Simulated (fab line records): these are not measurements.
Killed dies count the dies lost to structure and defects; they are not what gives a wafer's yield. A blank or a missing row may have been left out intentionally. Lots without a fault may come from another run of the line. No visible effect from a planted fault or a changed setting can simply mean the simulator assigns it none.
fab line records	flow nand-harc
[record] lots = 12	wafers = 32	last-day = 32
route steps=1302 shown A_SLIT@940 A_WL_FILL@958
lots that met no fault: from a run of the same line without faults
start-h: start of the lot's first displayed wafer, in hours after the record's first day	wait-h: hours from the lot's prior step to this one	" repeats the value in the row above	L1.1+2: one row covering several wafers at once	- value missing, or start not given	* or withheld: withheld	< > ~ a bound
route shown NAME@n: a module of which the file shows steps, and the number in the route of the first	usual: the fault-free wafers' mean and standard deviation	same: alike in all rows	chamber/n: place in a boat	sites: the reading at each site	_std_site: the values' standard deviation	_edge_site: mean of outer sites minus mean of inner sites	radius-mm: how far each site lies from the wafer's centre	mask NAME#n: copy n	behind: the most recent tool/chamber to have shaped the wafer	hold: reason for holding the lot/hours on hold/outcome of the hold	device: names the non-switching transistor (n, p or np)	end of line: the same wafers' tests at the end of the route	a step without rows: its recipe alone	killed: not the wafer's yield, but the dies lost to structure and defects at the first sort	map: shows each die of a wafer: x if killed, . if not, _ if none is there
set.NAME: the run value of the setting; set.NAME@STEP: its run value at that earlier step	model.NAME: the simulator's own value behind a step, which no gauge read
one table for each step of the route and one row for each wafer, over a sample of lots
services: when a tool's chamber went out of use (start-h, in hours from the record's first day, below 0 if earlier), for how many hours, and the reason
[[steps]]
[step NHARC_A_SLIT_ETCH_26]
[recipe] bias-v = 400	source-w = 2000	pressure-mtorr = 25	time-s = 90	ar-flow-sccm = 375	c4f8-flow-sccm = 41.7	o2-flow-sccm = 83.3	target-depth-a = 4000	chemistry = C4F8/O2/Ar
[usual] c4f8-flow-sccm = 41.69/0.12	drypump-motor-current-A = 5.7/0.72	he-backside-leak-sccm = 5.8/0.66	rf-fwd-power-W = 1987/7	showerhead-plenum-p-Torr = 3.74/0.12	throttle-valve-pct = 27.621/0.009
lot.wafer	tool	chamber	start-h	wait-h	c4f8-flow-sccm	drypump-motor-current-A	he-backside-leak-sccm	rf-fwd-power-W	rf-hours-counter-h	showerhead-plenum-p-Torr	throttle-valve-pct
L999.2	har-etch-01	1	461.30	2.5	41.78	5.4	6.0	1980	252	3.68	27.617
L999.3	"	0	"	"	41.47	6.8	5.7	2003	-	3.68	27.617
L999.5	"	1	"	"	41.81	5.4	5.5	1985	-	3.68	27.633
L101.1	har-etch-02	0	474.77	3.0	41.62	4.9	5.9	1993	46	3.72	27.615
L101.2	"	1	"	"	41.86	6.2	4.7	1980	46	3.95	27.621
L101.4	"	0	"	"	41.91	4.9	5.9	1995	-	3.72	27.620
L100.2	har-etch-01	1	485.41	2.5	41.78	5.4	5.9	1985	268	3.67	27.620
L100.4	"	0	"	"	41.70	6.8	5.9	1982	-	3.67	27.624
L100.5	"	1	"	"	41.67	5.4	6.1	1989	-	3.67	27.630
L103.1	har-etch-02	1	486.54	2.4	41.90	6.2	5.1	1995	57	3.95	27.634
L103.3	"	0	"	"	41.41	4.9	6.2	1993	-	3.71	27.610
L103.5	"	0	"	"	41.61	4.9	6.0	1991	-	3.71	27.631
L104.1	har-etch-01	1	489.19	3.0	41.53	5.3	5.4	1981	271	3.67	27.631
L104.4	"	0	"	"	41.57	6.8	6.0	1988	-	3.67	27.623
L104.5	"	0	"	"	41.67	6.8	5.9	1990	-	3.67	27.624
L107.1	har-etch-01	1	535.61	3.0	41.65	5.4	5.9	1972	295	3.66	27.612
L107.4	"	1	"	"	41.76	5.3	6.1	1986	-	3.66	27.616
L110.3	har-etch-02	1	564.28	1.8	41.70	6.2	4.9	1995	-	3.92	27.622
L110.6	"	1	"	"	41.87	6.1	4.8	1977	-	3.92	27.621
L110.5	"	0	"	"	41.76	4.8	6.1	1985	-	3.69	27.629
L112.2	har-etch-02	1	580.25	2.5	41.73	6.2	5.3	1978	110	3.92	27.630
L112.4	"	0	"	"	41.63	4.9	6.4	1992	-	3.68	27.615
L112.5	"	1	"	"	41.77	6.2	5.2	1981	-	3.92	27.622
L116.2	har-etch-01	1	625.82	3.0	41.60	5.4	6.4	1968	341	3.63	27.618
L116.1	"	0	"	"	41.61	6.8	5.9	1982	341	3.63	27.610
L116.6	"	1	"	"	41.59	5.4	6.3	1980	-	3.63	27.624
L118.1	har-etch-01	1	651.37	3.0	41.50	5.4	6.7	1980	356	3.63	27.640
L118.2	"	0	"	"	41.65	6.7	6.1	1992	356	3.63	27.627
L118.6	"	1	"	"	41.69	5.4	6.5	1976	-	3.63	27.616
L120.3	har-etch-02	0	655.70	1.3	41.53	4.9	6.4	1987	-	3.66	27.620
L120.5	"	1	"	"	41.74	6.1	5.2	1987	-	3.89	27.612
L120.6	"	0	"	"	41.51	4.9	6.4	1985	-	3.66	27.620
[step NHARC_A_WL_FILL_ETCHBACK_05]
[recipe] target-depth-a = 220	time-s = 60	temp-c = 40	chemistry = Cl2/BCl3
[usual] drypump-motor-current-A = 6.0/0.36	he-backside-leak-sccm = 3.49/0.28	oes-product-au = 1.003/0.013	temp-c = 40.00/0.099
lot.wafer	tool	chamber	start-h	wait-h	drypump-motor-current-A	he-backside-leak-sccm	oes-product-au	rf-hours-counter-h	temp-c
L999.2	rie-metal-02	1	470.95	0.2	6.4	3.33	0.985	0.1	40.12
L999.3	"	1	"	"	6.4	3.36	0.998	-	40.12
L999.5	"	1	"	"	6.4	3.45	1.003	-	40.16
L101.1	rie-metal-01	1	484.55	0.2	5.8	3.59	0.983	1.3	39.87
L101.2	"	0	"	"	6.1	3.62	1.022	1.3	39.93
L101.4	"	1	"	"	5.7	3.67	0.989	-	40.03
L100.2	rie-metal-02	1	495.02	0.2	6.4	3.54	1.004	0.4	39.86
L100.4	"	1	"	"	6.4	3.30	1.010	-	40.13
L100.5	"	0	"	"	6.2	3.53	1.017	-	40.10
L103.1	rie-metal-03	1	495.16	0.2	5.3	3.42	0.984	2.6	39.99
L103.3	"	0	"	"	6.0	3.50	1.004	-	40.04
L103.5	"	0	"	"	6.0	3.38	1.002	-	39.92
L104.1	rie-metal-02	0	500.74	0.2	6.2	3.46	0.994	0.7	40.03
L104.4	"	0	"	"	6.2	3.63	1.006	-	39.96
L104.5	"	1	"	"	6.4	3.77	1.001	-	40.04
L107.1	rie-metal-02	0	545.32	0.2	6.2	3.50	1.003	1.3	40.09
L107.4	"	0	"	"	6.2	3.64	1.001	-	40.04
L110.3	rie-metal-01	1	573.83	0.1	5.8	3.69	0.983	-	39.88
L110.5	"	0	"	"	6.1	3.42	1.029	-	40.04
L110.6	"	1	"	"	5.7	3.55	0.989	-	39.90
L112.2	rie-metal-03	1	589.86	0.2	5.3	3.28	1.017	1.5	40.02
L112.4	"	1	"	"	5.3	3.44	1.008	-	39.94
L112.5	"	0	"	"	6.0	3.22	0.993	-	39.99
L116.2	rie-metal-03	0	636.33	0.2	6.0	3.52	0.992	2.5	40.01
L116.1	"	1	"	"	5.3	3.29	1.011	2.5	39.92
L116.6	"	0	"	"	5.9	3.30	0.999	-	40.14
L118.1	rie-metal-01	1	661.52	0.2	5.7	3.58	0.985	1.3	40.10
L118.2	"	0	"	"	6.1	3.47	1.025	1.3	40.01
L118.6	"	1	"	"	5.7	3.68	0.990	-	40.08
L120.3	rie-metal-02	1	664.95	0.2	6.4	3.70	1.021	-	40.02
L120.6	"	1	"	"	6.4	3.49	1.019	-	40.13
L120.5	"	0	"	"	6.2	3.54	1.004	-	39.96
[step NHARC_A_WL_FILL_STRIP_29]
[recipe] time-s = 20	o2-flow-sccm = 500	ar-flow-sccm = 0	bias-w = 0	chemistry = O2
[usual] drypump-motor-current-A = 5.7/0.38	oes-product-au = 1.003/0.013	rf-vpp-V = 57.8/0.89	showerhead-plenum-p-Torr = 3.57/0.14	throttle-valve-pct = 17.036/0.0089
[same] bias-w = 0
lot.wafer	tool	chamber	start-h	wait-h	drypump-motor-current-A	oes-product-au	rf-hours-counter-h	rf-vpp-V	showerhead-plenum-p-Torr	throttle-valve-pct
L999.3	rie-diel-09	0	484.58	0.1	5.6	0.991	2.6	57.1	3.40	17.036
L999.2	"	1	"	"	5.0	1.009	3.1	57.2	3.61	17.035
L999.5	"	1	"	"	5.0	1.003	-	57.6	3.61	17.033
L101.4	rie-diel-11	2	494.87	0.1	5.6	1.012	1.9	56.9	3.64	17.035
L101.1	"	3	"	"	5.9	0.991	2.3	57.2	3.62	17.032
L101.2	"	1	"	"	5.0	1.010	1.8	58.5	3.51	17.046
L103.3	rie-diel-02	2	505.53	0.1	5.7	1.014	4.7	57.7	3.38	17.040
L103.1	"	3	"	"	6.1	1.014	4.9	58.3	3.69	17.031
L103.5	"	2	"	"	5.7	1.011	-	57.1	3.38	17.033
L100.2	rie-diel-11	1	505.59	0.1	5.0	1.010	2.2	58.1	3.51	17.023
L100.4	"	2	"	"	5.5	1.009	2.3	57.7	3.64	17.036
L100.5	"	0	"	"	6.1	0.992	-	57.2	3.74	17.048
L104.4	rie-diel-11	2	514.27	0.1	5.5	1.007	2.5	58.1	3.64	17.036
L104.1	"	3	"	"	5.9	0.986	3.1	59.2	3.62	17.031
L104.5	"	1	"	"	5.0	1.012	-	57.7	3.51	17.046
L107.1	rie-diel-11	1	556.60	0.1	5.0	1.023	3.6	57.9	3.51	17.054
L107.4	"	2	"	"	5.6	1.020	3.0	57.2	3.64	17.054
L110.3	rie-diel-09	1	585.17	0.1	5.0	0.996	1.7	57.5	3.61	17.036
L110.6	"	2	"	"	6.1	0.983	-	58.4	3.37	17.022
L110.5	"	3	"	"	5.3	1.002	-	57.1	3.74	17.030
L112.2	rie-diel-02	2	598.21	0.1	5.7	1.015	1.4	58.3	3.37	17.038
L112.4	"	3	"	"	6.2	1.005	1.2	58.8	3.69	17.022
L112.5	"	2	"	"	5.7	1.014	-	56.5	3.37	17.028
L116.2	rie-diel-11	2	646.31	0.1	5.5	1.033	0.8	58.2	3.64	17.022
L116.1	"	3	"	"	6.0	0.994	0.8	59.2	3.62	17.058
L116.6	"	2	"	"	5.5	1.032	-	58.4	3.64	17.034
L118.2	rie-diel-11	3	670.96	0.1	5.9	0.997	1.5	58.1	3.62	17.024
L118.1	"	0	"	"	6.1	1.011	1.2	58.6	3.74	17.041
L118.6	"	0	"	"	6.0	1.008	-	59.3	3.74	17.027
L120.3	rie-diel-02	2	675.46	0.1	5.7	1.006	5.3	58.9	3.37	17.036
L120.6	"	0	"	"	5.5	1.002	-	58.7	3.71	17.041
L120.5	"	1	"	"	5.7	1.003	-	57.1	3.35	17.033
[step NHARC_A_WL_FILL_CVD_20]
[recipe] target-thk-a = 1000	temp-c = 400	pressure-torr = 40	wf6-flow-sccm = 40	h2-flow-sccm = 1600	ar-flow-sccm = 1560	time-s = 74	material = W
[usual] chamber-pressure-Torr = 40.00/0.087	heater-power-w = 839/120	throttle-valve-pct = 8.2/0.31
lot.wafer	tool	chamber	start-h	wait-h	chamber-pressure-Torr	heater-power-w	throttle-valve-pct
L999.2	cvd-w-01	0	490.46	-	40.07	833	8.3
L999.3	"	0	"	"	40.08	812	8.4
L999.5	"	1	"	"	40.03	701	7.8
L101.2	cvd-w-02	0	500.62	-	40.10	1022	8.1
L101.1	"	1	"	"	40.04	763	8.4
L101.4	"	1	"	"	39.91	780	8.3
L100.2	cvd-w-02	0	511.52	-	40.17	1029	8.4
L100.4	"	1	"	"	40.06	761	8.4
L100.5	"	0	"	"	40.11	1023	8.2
L103.1	cvd-w-01	0	511.59	-	39.95	838	8.4
L103.3	"	0	"	"	40.01	840	8.4
L103.5	"	0	"	"	39.86	830	8.3
L104.1	cvd-w-01	1	520.11	-	40.03	712	7.6
L104.4	"	1	"	"	39.97	701	7.9
L104.5	"	1	"	"	39.90	687	7.6
L107.1	cvd-w-01	1	562.35	-	40.03	710	7.9
L107.4	"	0	"	"	39.90	853	8.6
L110.3	cvd-w-01	0	590.99	-	40.10	846	8.6
L110.6	"	1	"	"	39.89	725	7.8
L110.5	"	0	"	"	40.00	834	7.9
L112.2	cvd-w-02	0	603.84	-	39.91	1037	8.2
L112.4	"	0	"	"	40.00	1047	8.3
L112.5	"	0	"	"	39.92	1042	8.3
L116.2	cvd-w-02	1	651.99	-	40.07	818	8.3
L116.1	"	0	"	"	39.92	1047	8.2
L116.6	"	1	"	"	40.00	800	8.7
L118.2	cvd-w-02	1	676.60	-	40.12	820	8.6
L118.1	"	0	"	"	40.02	1048	8.0
L118.6	"	1	"	"	39.92	820	8.4
L120.3	cvd-w-02	0	681.25	-	40.14	1055	8.0
L120.6	"	1	"	"	40.00	823	8.6
L120.5	"	0	"	"	39.99	1049	8.4
[step NHARC_A_WL_FILL_CMP_12]
[recipe] t-overpolish-s = 30	target-thk-nm = 100
[usual] motor-current-A = 12.5/1.2	overpolish-run-s = 30.000/0.0091	pad-life-wafers = 180/110	time-to-endpoint-s = 21/3.2
lot.wafer	tool	chamber	start-h	wait-h	motor-current-A	overpolish-run-s	pad-life-wafers	time-to-endpoint-s
L999.3	cmp-04	3	490.64	0.1	13.7	30.009	289	21
L999.2	"	0	"	"	15.1	29.998	290	27
L999.5	"	3	"	"	14.2	29.993	-	22
L101.4	cmp-02	2	500.83	0.1	10.9	29.993	277	21
L101.2	"	3	"	"	13.7	30.007	278	17
L101.1	"	0	"	"	11.6	29.997	279	20
L100.4	cmp-01	3	511.72	0.1	11.5	29.988	103	21
L100.2	"	1	"	"	12.6	29.993	105	19
L100.5	"	3	"	"	11.2	30.006	-	23
L103.1	cmp-04	2	511.78	0.2	12.8	29.988	18	17
L103.3	"	1	"	"	13.4	29.990	21	19
L103.5	"	2	"	"	12.6	29.986	-	14
L104.1	cmp-02	1	520.29	0.2	12.1	30.006	366	21
L104.4	"	2	"	"	10.9	30.006	367	24
L104.5	"	2	"	"	10.8	30.004	-	23
L107.4	cmp-04	3	562.53	0.1	14.1	30.015	192	31
L107.1	"	1	"	"	13.0	30.004	194	20
L110.3	cmp-01	0	591.10	0.1	12.3	30.009	18	30
L110.5	"	0	"	"	12.6	30.009	-	30
L110.6	"	1	"	"	12.3	30.002	-	21
L112.2	cmp-01	3	603.99	0.1	11.4	30.002	96	29
L112.4	"	1	"	"	13.3	30.012	98	24
L112.5	"	3	"	"	11.9	30.002	-	28
L116.2	cmp-01	0	652.19	0.2	12.8	30.000	270	21
L116.1	"	2	"	"	10.7	29.992	272	22
L116.6	"	0	"	"	12.0	29.996	-	23
L118.2	cmp-04	2	676.81	0.2	12.9	30.006	247	17
L118.1	"	0	"	"	15.0	30.003	249	26
L118.6	"	2	"	"	13.3	30.002	-	20
L120.3	cmp-01	1	681.43	0.2	13.5	29.999	3	22
L120.6	"	2	"	"	10.8	30.011	-	19
L120.5	"	3	"	"	11.1	30.005	-	27
[[services]]
tool	chamber	start-h	hours	kind
rie-metal-02	1	445.15	3.0	repair
cvd-w-02	1	446.58	10.2	repair
cvd-w-02	-	452.05	13.0	pm
rie-diel-11	2	453.85	2.9	repair
rie-metal-02	-	454.00	9.0	pm
har-etch-02	-	463.57	2.1	repair
cmp-01	-	469.06	0.6	repair
cmp-01	-	480.34	4.0	pm
cmp-04	-	487.46	0.9	repair
cmp-04	-	503.00	4.0	pm
rie-metal-02	-	513.25	1.1	repair
rie-diel-11	2	528.69	8.4	repair
cvd-w-01	-	547.30	13.0	pm
rie-diel-11	1	556.99	2.8	repair
cmp-04	-	568.43	4.3	repair
cvd-w-02	-	573.83	0.5	repair
cmp-01	-	578.34	4.0	pm
rie-diel-11	3	605.89	5.4	repair
rie-diel-11	-	609.50	9.0	pm
cmp-01	-	622.54	2.5	repair
rie-metal-02	-	631.00	9.0	pm
cvd-w-02	-	633.05	13.0	pm
cvd-w-01	-	656.52	0.7	repair
cmp-01	-	676.34	4.0	pm
[[key]]
[first-sign] step = NHARC_A_WL_FILL_CMP_12	reading = time-to-endpoint-s	direction = up	sigmas = 3.1	usual = *	struck = *
effect none on later readings
met-at NHARC_A_WL_FILL_CVD_20
struck-lots L107,L110
struck-wafers L107.4,L110.3,L110.5
sort-left-out L107.4
tester-left-out L107,L110
not-acting-at NHARC_A_SLIT_ETCH_26,NHARC_A_WL_FILL_ETCHBACK_05,NHARC_A_WL_FILL_STRIP_29
onset-between 511.59 562.35
[fault] kind = process-parameter-drift	tool = cvd-w-01	chamber = 0	onset-h = 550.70	steps = NHARC_A_WL_FILL_CVD_20	channel = target-thk-a	offset = *	shape = step	acts-in = *	stated = *
// tester-left-out: of these lots the tester's yield and bins aren't shown, on N5 and GAA mostly nor the transistor test; their killed dies are dies lost to structure and defects alone, not to doping, threshold or leakage, so they don't give the yield
// sort-left-out: the simulated sort isn't trusted on such a fault, so these wafers' sort isn't shown, and their yield isn't known
